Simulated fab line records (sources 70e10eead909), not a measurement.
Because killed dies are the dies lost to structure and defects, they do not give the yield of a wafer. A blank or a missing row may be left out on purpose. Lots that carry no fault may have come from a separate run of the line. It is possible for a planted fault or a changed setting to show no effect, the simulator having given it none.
fab line records ; flow nand-harc
record lots=7; wafers=19; last-day=33
route steps=1302 shown A_SLIT@940 A_SIN_REMOVE@947 A_WL_FILL@952 END@1302
lots that met no fault: from a run of the same line without faults
start-h: the number of hours between the record's first day and the start of the first shown wafer of the lot ; wait-h: how many hours have passed since the lot's step before this one ; " repeats the value in the row above ; L1.1+2: a single row standing in for several wafers ; - no value present, or no start provided ; * or withheld: withheld ; < > ~ a bound
route shown NAME@n: NAME is a module with steps in the file, n the number in the route of the first one ; usual: the fault-free wafers' mean and standard deviation ; same: alike in all rows ; chamber/n: place in a boat ; sites: readings site by site ; _std_site: their standard deviation ; _edge_site: inner sites' mean taken away from outer sites' mean ; radius-mm: how far each site lies from the wafer's centre ; mask NAME#n: copy n ; behind: the most recent tool/chamber to have shaped the wafer ; hold: reason for holding the lot/hours on hold/outcome of the hold ; device: names the non-switching transistor (n, p or np) ; end of line: the same wafers' tests at the end of the route ; a step with no rows: only its recipe ; killed: at the first sort, the dies lost to defects and structure; wafer yield is something else ; map: a wafer's dies, x killed, . not, _ none there
set.NAME: setting as actually run; set.NAME@STEP: the setting as run at that earlier step ; model.NAME: the simulator's own value behind a step, which no gauge read
lots at selected steps of the route; one table per step, one row per wafer
services: from which hour (start-h, from the record's first day; less than 0 if before it) a tool's chamber was out of use, for how many hours, and why
## steps
# step NHARC_A_SLIT_ETCH_26
# recipe bias-v=400; source-w=2000; pressure-mtorr=25; time-s=90; ar-flow-sccm=375; c4f8-flow-sccm=41.7; o2-flow-sccm=83.3; target-depth-a=4000; chemistry=C4F8/O2/Ar
# usual drypump-motor-current-A=5.35/0.22; showerhead-plenum-p-Torr=3.74/0.13; throttle-valve-pct=27.619/0.0093
lot.wafer;tool;chamber;start-h;wait-h;drypump-motor-current-A;rf-hours-counter-h;showerhead-plenum-p-Torr;throttle-valve-pct
L657.2;har-etch-02;1;497.45;3.1;5.24;61;3.94;27.628
L657.1;har-etch-02;0;497.45;3.1;5.66;61;3.71;27.640
L657.6;har-etch-02;0;497.45;3.1;5.64;-;3.71;27.623
L658.1;har-etch-02;0;520.00;3.0;5.65;72;3.70;27.618
L658.4;har-etch-02;1;520.00;3.0;5.22;-;3.93;27.619
L660.1;har-etch-02;0;533.21;3.0;5.65;83;3.70;27.616
L660.4;har-etch-02;1;533.21;3.0;5.23;-;3.93;27.625
L668.1;har-etch-02;0;601.80;3.0;5.65;121;3.68;27.626
L668.4;har-etch-02;0;601.80;3.0;5.68;-;3.68;27.624
L668.3;har-etch-02;1;601.80;3.0;5.24;-;3.91;27.618
L669.1;har-etch-01;0;633.48;3.0;5.24;356;3.63;27.629
L669.3;har-etch-01;0;633.48;3.0;5.23;-;3.63;27.622
L669.4;har-etch-01;1;633.48;3.0;5.11;-;3.58;27.606
L672.2;har-etch-02;0;652.96;2.4;5.66;148;3.66;27.616
L672.3;har-etch-02;1;652.96;2.4;5.23;-;3.89;27.633
L672.5;har-etch-02;1;652.96;2.4;5.23;-;3.89;27.608
L675.4;har-etch-02;1;678.02;1.9;5.22;-;3.88;27.610
L675.3;har-etch-02;0;678.02;1.9;5.66;-;3.65;27.626
L675.5;har-etch-02;1;678.02;1.9;5.23;-;3.88;27.612
# step NHARC_A_SLIT_STRIP_28
# recipe o2-flow-sccm=400; cos-flow-sccm=20; ar-flow-sccm=0; bias-w=0; chemistry=O2/COS
# step NHARC_A_SLIT_ETCH_29
# recipe target-depth-a=1000; overetch-a=100; time-s=55; ion-energy-ev=100; cf4-flow-sccm=80; o2-flow-sccm=20; ar-flow-sccm=0; rf-w=300; bias-w=100; chemistry=CF4/O2
# usual drypump-motor-current-A=5.5/0.48; oes_o_777_au=1.000/0.0043; oes-product-au=1.000/0.0092; rf-vpp-V=197.7/1.4; showerhead-plenum-p-Torr=1.33/0.059; throttle-valve-pct=13.397/0.0095
lot.wafer;tool;chamber;start-h;wait-h;drypump-motor-current-A;oes_o_777_au;oes-product-au;rf-hours-counter-h;rf-vpp-V;showerhead-plenum-p-Torr;throttle-valve-pct
L657.2;rie-diel-12;2;498.34;0.1;4.7;1.004;0.988;4.4;199.6;1.38;13.410
L657.1;rie-diel-12;3;498.34;0.1;6.1;1.001;0.996;3.5;198.0;1.31;13.391
L657.6;rie-diel-12;3;498.34;0.1;6.1;1.000;0.991;-;198.6;1.31;13.408
L658.4;rie-diel-12;2;520.88;0.1;4.7;1.000;0.992;6.3;199.1;1.38;13.392
L658.1;rie-diel-12;0;520.88;0.1;5.6;1.001;0.985;5.5;199.9;1.42;13.411
L660.1;rie-diel-12;1;534.09;0.1;6.2;0.996;1.002;7.3;195.7;1.28;13.392
L660.4;rie-diel-12;3;534.09;0.1;6.1;1.002;0.994;7.2;196.2;1.31;13.400
L668.1;rie-diel-11;1;602.69;0.1;5.3;1.002;0.992;9.2;196.1;1.27;13.394
L668.4;rie-diel-11;2;602.69;0.1;6.1;1.004;0.982;9.1;198.5;1.36;13.406
L668.3;rie-diel-11;3;602.69;0.1;5.8;1.000;1.003;9.5;197.1;1.29;13.398
L669.4;rie-diel-04;1;634.37;0.1;5.5;0.999;0.996;3.5;196.2;1.25;13.388
L669.3;rie-diel-04;2;634.37;0.1;5.8;1.007;1.013;3.8;194.5;1.25;13.382
L669.1;rie-diel-04;3;634.37;0.1;5.2;0.995;0.985;4.8;200.4;1.43;13.408
L672.3;rie-diel-11;1;653.81;0.1;5.3;1.002;1.007;3.0;197.1;1.27;13.406
L672.2;rie-diel-11;2;653.81;0.1;6.1;0.993;0.990;2.8;197.8;1.36;13.397
L672.5;rie-diel-11;1;653.81;0.1;5.3;0.992;1.015;-;197.4;1.27;13.399
L675.4;rie-diel-11;1;678.84;0.1;5.3;1.000;0.998;4.0;195.7;1.27;13.394
L675.3;rie-diel-11;2;678.84;0.1;6.1;0.993;0.998;3.7;198.9;1.36;13.394
L675.5;rie-diel-11;1;678.84;0.1;5.3;1.002;1.004;-;196.8;1.27;13.395
# step NHARC_A_SLIT_STRIP_18
# recipe o2-flow-sccm=500; ar-flow-sccm=0; bias-w=0; chemistry=O2
# usual drypump-motor-current-A=5.5/0.47; oes-product-au=1.000/0.01; rf-vpp-V=57.8/0.86; showerhead-plenum-p-Torr=3.50/0.15; throttle-valve-pct=17.036/0.0089
lot.wafer;tool;chamber;start-h;wait-h;drypump-motor-current-A;oes-product-au;rf-hours-counter-h;rf-vpp-V;showerhead-plenum-p-Torr;throttle-valve-pct
L657.2;rie-diel-12;3;-;-;6.1;0.990;3.6;57.6;3.46;17.048
L657.1;rie-diel-12;2;-;-;4.7;1.001;4.4;59.6;3.64;17.042
L657.6;rie-diel-12;3;-;-;6.1;1.001;-;58.7;3.46;17.053
L658.4;rie-diel-12;0;-;-;5.7;0.986;5.5;58.9;3.74;17.024
L658.1;rie-diel-12;1;-;-;6.1;1.007;6.2;57.4;3.39;17.049
L660.1;rie-diel-12;0;-;-;5.6;0.983;6.8;57.3;3.74;17.038
L660.4;rie-diel-12;2;-;-;4.7;1.005;7.8;58.0;3.64;17.053
L668.3;rie-diel-11;2;-;-;6.1;0.995;9.1;57.1;3.60;17.033
L668.1;rie-diel-11;0;-;-;4.7;0.990;10.4;57.3;3.62;17.027
L668.4;rie-diel-11;1;-;-;5.3;1.004;9.3;57.3;3.37;17.047
L669.1;rie-diel-04;0;-;-;5.2;0.999;4.6;58.2;3.58;17.030
L669.3;rie-diel-04;2;-;-;5.8;1.001;3.8;57.8;3.30;17.040
L669.4;rie-diel-04;3;-;-;5.2;0.980;4.9;58.7;3.77;17.032
L672.2;rie-diel-11;0;-;-;4.7;0.998;3.1;58.4;3.62;17.031
L672.3;rie-diel-11;1;-;-;5.3;1.011;3.1;58.1;3.37;17.036
L672.5;rie-diel-11;1;-;-;5.3;1.006;-;57.0;3.37;17.028
L675.3;rie-diel-11;2;-;-;6.1;0.992;3.7;58.1;3.60;17.030
L675.4;rie-diel-11;3;-;-;5.8;1.001;3.8;58.3;3.41;17.035
L675.5;rie-diel-11;2;-;-;6.1;0.993;-;58.5;3.60;17.033
# step NHARC_A_SLIT_PRECLEAN_19
# recipe time-s=*; temp-c=50; bath-age-min=0; chemistry=SC1
# step NHARC_A_SLIT_SRD_20
# step NHARC_A_SLIT_CD_MEAS_21
# usual cd-nm=289.3/1.1
lot.wafer;tool;chamber;start-h;wait-h;cd-nm
L657.1;cd-sem-01;-;498.88;-;288.5
L657.2;cd-sem-01;-;498.88;-;287.0
L657.6;cd-sem-01;-;498.88;-;287.4
L658.1;cd-sem-01;-;521.41;-;290.2
L658.4;cd-sem-01;-;521.41;-;288.9
L660.1;cd-sem-02;-;534.62;-;289.8
L660.4;cd-sem-02;-;534.62;-;290.2
L668.1;cd-sem-02;-;603.22;-;288.5
L668.3;cd-sem-02;-;603.22;-;290.4
L668.4;cd-sem-02;-;603.22;-;289.7
L669.1;cd-sem-02;-;634.90;-;290.2
L669.3;cd-sem-02;-;634.90;-;290.3
L669.4;cd-sem-02;-;634.90;-;290.0
L672.2;cd-sem-02;-;654.36;-;289.8
L672.3;cd-sem-02;-;654.36;-;287.9
L672.5;cd-sem-02;-;654.36;-;288.7
L675.3;cd-sem-01;-;679.39;-;288.9
L675.4;cd-sem-01;-;679.39;-;288.3
L675.5;cd-sem-01;-;679.39;-;289.0
# step NHARC_A_SIN_REMOVE_WET_00
# recipe temp-c=160; time-s=15300; chemistry=H3PO4
# step NHARC_A_SIN_REMOVE_PRECLEAN_01
# recipe time-s=*; temp-c=50; bath-age-min=0; chemistry=SC1
# step NHARC_A_SIN_REMOVE_SRD_02
# step NHARC_A_SIN_REMOVE_INSPECT_04
# usual raw-defect-count=371/74
lot.wafer;tool;chamber;start-h;wait-h;raw-defect-count
L657.1;defect-inspect-02;-;505.52;0.0;334
L657.2;defect-inspect-02;-;505.52;0.0;420
L657.6;defect-inspect-02;-;505.52;0.0;579
L658.1;defect-inspect-02;-;528.05;0.0;426
L658.4;defect-inspect-02;-;528.05;0.0;330
L660.1;defect-inspect-02;-;541.26;0.0;263
L660.4;defect-inspect-02;-;541.26;0.0;326
L668.1;defect-inspect-02;-;609.84;0.0;399
L668.3;defect-inspect-02;-;609.84;0.0;608
L668.4;defect-inspect-02;-;609.84;0.0;358
L669.1;defect-inspect-01;-;641.58;0.0;374
L669.3;defect-inspect-01;-;641.58;0.0;393
L669.4;defect-inspect-01;-;641.58;0.0;356
L672.2;defect-inspect-02;-;661.97;0.1;249
L672.3;defect-inspect-02;-;661.97;0.1;333
L672.5;defect-inspect-02;-;661.97;0.1;289
L675.3;defect-inspect-01;-;686.02;0.0;387
L675.4;defect-inspect-01;-;686.02;0.0;348
L675.5;defect-inspect-01;-;686.02;0.0;456
# step NHARC_A_WL_FILL_ALD_00
# recipe target-thk-a=30; pulse-time-s=3; ald-cycles=30; temp-c=300; material=Al2O3
# usual ald-cycles=30/0; heater-power-outer-w=251/21; heater-power-w=452/34; precursor-pulse-height-rel=0.998/0.02
lot.wafer;tool;chamber;start-h;wait-h;ald-cycles;heater-power-outer-w;heater-power-w;precursor-pulse-height-rel
L657.1;ald-hk-01;3;505.59;0.1;30;243;436;0.935
L657.2;ald-hk-01;1;505.59;0.1;30;245;443;0.969
L657.6;ald-hk-01;3;505.59;0.1;35;246;433;1.000
L658.1;ald-hk-01;0;528.12;0.1;30;221;391;0.982
L658.4;ald-hk-01;3;528.12;0.1;35;242;426;1.014
L660.4;ald-hk-01;1;541.33;0.1;35;251;452;1.004
L660.1;ald-hk-01;2;541.33;0.1;30;275;485;1.009
L668.3;ald-hk-02;2;609.90;0.1;30;278;522;1.019
L668.4;ald-hk-02;3;609.90;0.1;30;267;469;1.032
L668.1;ald-hk-02;0;609.90;0.1;30;300;508;0.983
L669.1;ald-hk-02;2;641.64;0.1;30;279;501;0.950
L669.3;ald-hk-02;3;641.64;0.1;30;272;464;1.018
L669.4;ald-hk-02;1;641.64;0.1;30;234;421;1.010
L672.3;ald-hk-04;0;662.09;0.1;30;244;434;0.977
L672.2;ald-hk-04;1;662.09;0.1;30;240;430;1.012
L672.5;ald-hk-04;2;662.09;0.1;30;256;451;0.985
L675.4;ald-hk-01;1;686.08;0.1;30;247;458;0.983
L675.3;ald-hk-01;2;686.08;0.1;30;248;436;1.013
L675.5;ald-hk-01;1;686.08;0.1;30;258;451;1.013
# step NHARC_A_WL_FILL_RTA_01
# recipe temp-c=1000; time-s=5
# usual lamp-power-pct=30.2/2.4; lamp_zone_1_pct=30.2/2.4; wafer_temp_C_max=1003.9/1.2
lot.wafer;tool;chamber;start-h;wait-h;lamp-power-pct;lamp_zone_1_pct;wafer_temp_C_max
L657.1;rtp-anneal-01;0;505.85;-;32.7;32.7;1005.2
L657.2;rtp-anneal-01;0;505.85;-;32.7;32.6;1003.7
L657.6;rtp-anneal-01;0;505.85;-;32.7;32.7;1004.5
L658.1;rtp-anneal-01;0;528.38;-;32.7;32.8;1005.4
L658.4;rtp-anneal-01;0;528.38;-;32.7;32.7;1003.6
L660.1;rtp-anneal-01;0;541.60;-;32.8;32.7;1004.1
L660.4;rtp-anneal-01;0;541.60;-;32.8;32.8;1003.2
L668.1;rtp-anneal-02;0;610.16;-;28.0;28.0;1003.4
L668.3;rtp-anneal-02;0;610.16;-;28.0;28.0;1002.1
L668.4;rtp-anneal-02;0;610.16;-;27.9;28.0;1002.9
L669.1;rtp-anneal-02;0;641.90;-;28.0;28.0;1003.9
L669.3;rtp-anneal-02;0;641.90;-;28.0;28.0;1003.0
L669.4;rtp-anneal-02;0;641.90;-;28.0;28.0;1003.9
L672.2;rtp-anneal-01;0;662.34;-;32.7;32.7;1006.7
L672.3;rtp-anneal-01;0;662.34;-;32.8;32.8;1005.7
L672.5;rtp-anneal-01;0;662.34;-;32.8;32.7;1004.7
L675.3;rtp-anneal-01;0;686.47;-;32.6;32.7;1005.6
L675.4;rtp-anneal-01;0;686.47;-;32.7;32.7;1003.9
L675.5;rtp-anneal-01;0;686.47;-;32.8;32.7;1004.7
# step NHARC_END_SORT_01
# recipe temp-c=25
# usual killed-at-array=46/16; killed-at-other=0.9/1.3; killed-at-periphery=4.1/3; killed-dies=51/17; killed-open=3.5/1.8; killed-short=2.5/1.8
# same gross-dies=677
lot.wafer;tool;chamber;start-h;wait-h;killed-at-array;killed-at-other;killed-at-periphery;killed-dies;killed-open;killed-short
L657.1;prober-01;0;608.43;2.6;68;1;5;74;1;0
L657.2;prober-01;0;609.23;2.9;75;0;5;80;2;5
L657.6;prober-01;0;612.44;4.0;67;0;9;76;5;0
# killed by level:class
L657.1 A_CHANNEL_HOLE_D1:chamber-film-flake=34 A_CHANNEL_HOLE_D2:chamber-film-flake=18 A_CONTACT:chamber-film-flake=9 P_CONTACT:chamber-film-flake=5 A_WL_FILL:chamber-film-flake=3 A_STAIRCASE:chamber-film-flake=2 A_BLC:geometric-particle:open=1 A_CHANNEL_FILL_D1:chamber-film-flake=1
L657.2 A_CHANNEL_HOLE_D2:chamber-film-flake=35 A_CHANNEL_HOLE_D1:chamber-film-flake=19 A_WL_FILL:chamber-film-flake=5 A_CONTACT:chamber-film-flake=4 A_BLC:geometric-particle:short=3 P_CONTACT:chamber-film-flake=3 A_ZERO_WELL:chamber-film-flake=2 A_DECK1_JOINT:chamber-film-flake=2
L657.6 A_CHANNEL_HOLE_D1:chamber-film-flake=31 A_CHANNEL_HOLE_D2:chamber-film-flake=21 P_CONTACT:chamber-film-flake=7 A_CONTACT:chamber-film-flake=5 A_STAIRCASE:chamber-film-flake=4 A_WL_FILL:chamber-film-flake=2 P_CONTACT:geometric-particle:open=1 A_ONON_D1:geometric-particle:open=1
## services
tool;chamber;start-h;hours;kind
ald-hk-01;-;475.16;10.0;pm
rie-diel-11;0;490.57;-;clean
rie-diel-11;1;490.57;-;clean
rie-diel-11;2;490.57;-;clean
rie-diel-11;3;490.57;-;clean
ald-hk-01;-;512.29;4.2;repair
rie-diel-11;0;515.07;-;clean
rie-diel-11;1;515.07;-;clean
ald-hk-02;-;527.03;10.0;pm
rie-diel-04;-;531.90;9.0;pm
rie-diel-11;-;546.22;1.0;repair
rie-diel-12;0;568.70;16.6;repair
rie-diel-12;1;570.43;6.3;repair
ald-hk-01;-;578.03;1.6;repair
rie-diel-11;3;578.61;4.8;repair
rie-diel-11;1;594.35;4.4;repair
rie-diel-11;-;609.57;9.0;pm
ald-hk-04;-;610.00;10.0;pm
rie-diel-12;0;619.64;9.3;repair
rie-diel-12;-;622.52;9.0;pm
rie-diel-12;-;640.02;0.8;repair
ald-hk-01;-;653.16;10.0;pm
rie-diel-04;2;662.81;4.8;repair
rie-diel-04;1;685.19;16.3;repair
## key
first-sign step=NHARC_A_WL_FILL_ALD_00; reading=ald-cycles; direction=up; sigmas=99+; usual=30; struck=35
effect none on later readings
met-at NHARC_A_WL_FILL_ALD_00
struck-wafers L657.6,L658.4,L660.4
tester-left-out L657,L658,L660
fault kind=process-parameter-drift; tool=ald-hk-01; chamber=-; onset-h=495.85; steps=NHARC_A_WL_FILL_ALD_00; channel=ald-cycles; offset=5; shape=step; end-h=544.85; scope=struck-wafers-only; acts-in=these-recipes-only; stated=30
# tester-left-out: of these lots the tester's yield and bins aren't shown, on N5 and GAA mostly nor the transistor test; their killed dies are dies lost to structure and defects alone, not to doping, threshold or leakage, so they don't give the yield
